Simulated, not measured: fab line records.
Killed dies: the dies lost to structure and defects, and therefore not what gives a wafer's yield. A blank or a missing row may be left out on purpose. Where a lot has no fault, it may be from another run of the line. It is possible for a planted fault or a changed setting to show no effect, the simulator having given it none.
The tool behind it: which one? | flow n5-finfet | 7 lots, 19 wafers sampled, at 1 step of a route of 1938

## WHAT THE GAUGES READ, wafer by wafer
N5_BEOL_M12_OVL_MEAS_11.
lot  | measured     | on         | V11_OVL (nm)
L499 | day 11 17:29 | overlay-02 | 5 6
L501 | day 12 02:55 | overlay-02 | 7 -1
L507 | day 13 10:31 | overlay-01 | -6 -1 6
L510 | day 14 04:41 | overlay-02 | -4 -6 -5
L514 | day 15 00:46 | overlay-01 | -2 2 -5
L518 | day 16 00:30 | overlay-01 | -8 4 4
L521 | day 17 04:39 | overlay-01 | 6 -4 -2

## EACH LOT AND THE TOOL THAT RAN IT (in order: tool; ch and the chambers of the sampled wafers; start)
Record: no process step prior to these readings.

## THE ANSWER, worked out from the rows above alone
Rule: the usual values come from the lots themselves. Put in order of their means at a reading, lots are off if they are a third of the lots or fewer, leave a main group of 4 or more, and stand apart from it by a gap of 3 or more times the standard deviation of the main group's means; of several such gaps the widest counts. The tables above print the reading to a certain number of digits; a main group whose means all agree to those digits is not used. A lot without any number at a reading at which 4 lots or more have one is off too. All remaining lots with rows at the step are treated as sound.
None of the lots is off at any reading shown; this tells nothing.

## WHAT WAS PUT IN BY THE SIMULATOR
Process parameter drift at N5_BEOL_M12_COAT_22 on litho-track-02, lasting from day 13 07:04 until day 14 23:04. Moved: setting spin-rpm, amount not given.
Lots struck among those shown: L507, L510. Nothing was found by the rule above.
